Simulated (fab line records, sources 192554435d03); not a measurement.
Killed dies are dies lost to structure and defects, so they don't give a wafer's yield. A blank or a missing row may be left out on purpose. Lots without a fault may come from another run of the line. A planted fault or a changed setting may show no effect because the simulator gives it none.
One fault seen from 3 desks | flow n5_finfet | each desk has only its own numbers; what lay behind them comes last

THE METROLOGY DESK
What the gauges read, lot by lot, whatever tool the lot ran on: means of the sampled wafers that have a number. A lot is out of limits, marked OUT, if its mean lies more than 4 standard deviations from the usual mean; the brackets give that distance. Of its 16 readings 7 are shown: the one that was out of limits first, and those that lie furthest out on some lot.
Columns: A = RC_DENSE_N at N5_BEOL_M4_RC_MEAS_101, usual 19.0 ohm.um; B = RC_DENSE_P at N5_BEOL_M4_RC_MEAS_101, usual 23.7 ohm.um; C = RC_N at N5_BEOL_M4_RC_MEAS_101, usual 15.5 ohm.um; D = RC_P at N5_BEOL_M4_RC_MEAS_101, usual 19.3 ohm.um; E = REXT_N at N5_BEOL_M4_RC_MEAS_101, usual 75.4 ohm.um; F = REXT_P at N5_BEOL_M4_RC_MEAS_101, usual 100.5 ohm.um; G = VT_P at N5_BEOL_M4_RC_MEAS_101, usual -250 mV
lot  | first seen here | A              | B              | C              | D              | E               | F                | G
L819 | day 9 11:10     | 19.2           | 23.9           | 15.7           | 19.5           | 77.0            | 98.0             | -245
L823 | day 9 15:41     | 19.7           | 24.3           | 16.0           | 19.7           | 74.5            | 103.2            | -257
L825 | day 10 10:27    | 18.8           | 23.2           | 15.3           | 18.9           | 74.5            | 100.4            | -249
L826 | day 10 21:10    | 18.6           | 23.4           | 15.2           | 19.1           | 75.1            | 97.4             | -254
L828 | day 11 09:17    | 18.2           | 22.9           | 14.8           | 18.7           | 76.3            | 101.2            | -250
L835 | day 13 03:19    | 35.0 (+31) OUT | 43.7 (+32) OUT | 28.7 (+32) OUT | 35.8 (+34) OUT | 86.9 (+6.4) OUT | 118.0 (+8.3) OUT | -247
L836 | day 13 05:08    | 34.6 (+31) OUT | 43.3 (+32) OUT | 28.3 (+31) OUT | 35.1 (+33) OUT | 88.7 (+7.4) OUT | 120.2 (+9.4) OUT | -247
L837 | day 13 13:35    | 19.2           | 23.9           | 15.6           | 19.4           | 74.6            | 97.8             | -252
L839 | day 14 07:06    | 18.8           | 23.5           | 15.3           | 19.2           | 75.7            | 103.0            | -248
L842 | day 14 16:10    | 19.3           | 24.2           | 15.7           | 19.7           | 75.5            | 100.9            | -249
This desk's finding: out of limits on L835, L836; first on L835, day 13 03:19 (RC_DENSE_N at N5_BEOL_M4_RC_MEAS_101). In limits: L819, L823, L825, L826, L828, L837, L839, L842.

THE TOOL OWNER'S DESK: implanter-01
The tool's own readings at N5_MOL_CONTACT_COAG_IMPLANT_129: means of the sampled wafers that have a number, for each lot that ran on this tool. A lot is out of limits, marked OUT, if its mean lies more than 4 standard deviations from the usual mean; the brackets give that distance.
Columns: A = beam_energy_keV at N5_MOL_CONTACT_COAG_IMPLANT_129, usual 3.0001; B = dose_ions_cm2 at N5_MOL_CONTACT_COAG_IMPLANT_129, usual 6e+14
lot  | first seen here | A                        | B
L826 | day 6 11:40     | 3.0002                   | 6e+14
L828 | day 6 21:48     | 2.9999                   | 6e+14
L835 | day 8 15:08     | 0.6485 (-99 or more) OUT | 6e+14
L836 | day 9 03:20     | 0.6480 (-99 or more) OUT | 6e+14
This desk's finding: out of limits on L835, L836; first on L835, day 8 15:08 (beam_energy_keV at N5_MOL_CONTACT_COAG_IMPLANT_129). In limits: L826, L828.

THE DEFECT DESK
What the inspections along the route counted, lot by lot: means of the sampled wafers that have a number. A lot is out of limits, marked OUT, if its mean lies more than 4 standard deviations from the usual mean; the brackets give that distance.
Columns: A = raw_defect_count at N5_GATE_CUT_INSPECT_26, usual 41; B = raw_defect_count at N5_MOL_CONTACT_COAG_INSPECT_10, usual 73
lot  | first seen here | A  | B
L819 | day 4 20:37     | 27 | 58
L823 | day 5 17:22     | 47 | 82
L825 | day 6 05:01     | 73 | 134
L826 | day 6 10:37     | 34 | 53
L828 | day 6 20:44     | 33 | 60
L835 | day 8 14:11     | 29 | 47
L836 | day 9 02:29     | 40 | 67
L837 | day 9 02:50     | 42 | 77
L839 | day 9 16:34     | 41 | 71
L842 | day 10 08:33    | 37 | 57
This desk's finding: nothing out of limits on any of the 10 lots.

PUT TOGETHER
The tool owner's desk could have raised an alarm at day 8 15:08, on L835, L836.
The metrology desk could have raised an alarm at day 13 03:19, on L835, L836.
The defect desk saw nothing out of limits.
The defect desk has L835, L836 on record, within its limits.
Of the lots named, all ran N5_MOL_CONTACT_COAG_IMPLANT_129 on implanter-01.

WHAT THE SIMULATOR HAD PUT IN
Process parameter drift: implanter-01, from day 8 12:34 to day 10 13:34, at N5_MOL_CONTACT_COAG_IMPLANT_129. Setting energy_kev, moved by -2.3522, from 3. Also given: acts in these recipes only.
Lots struck among those shown: L835, L836.
Hours from the fault's start to each desk's first reading out of limits: the tool owner's desk, 3; the metrology desk, 111.
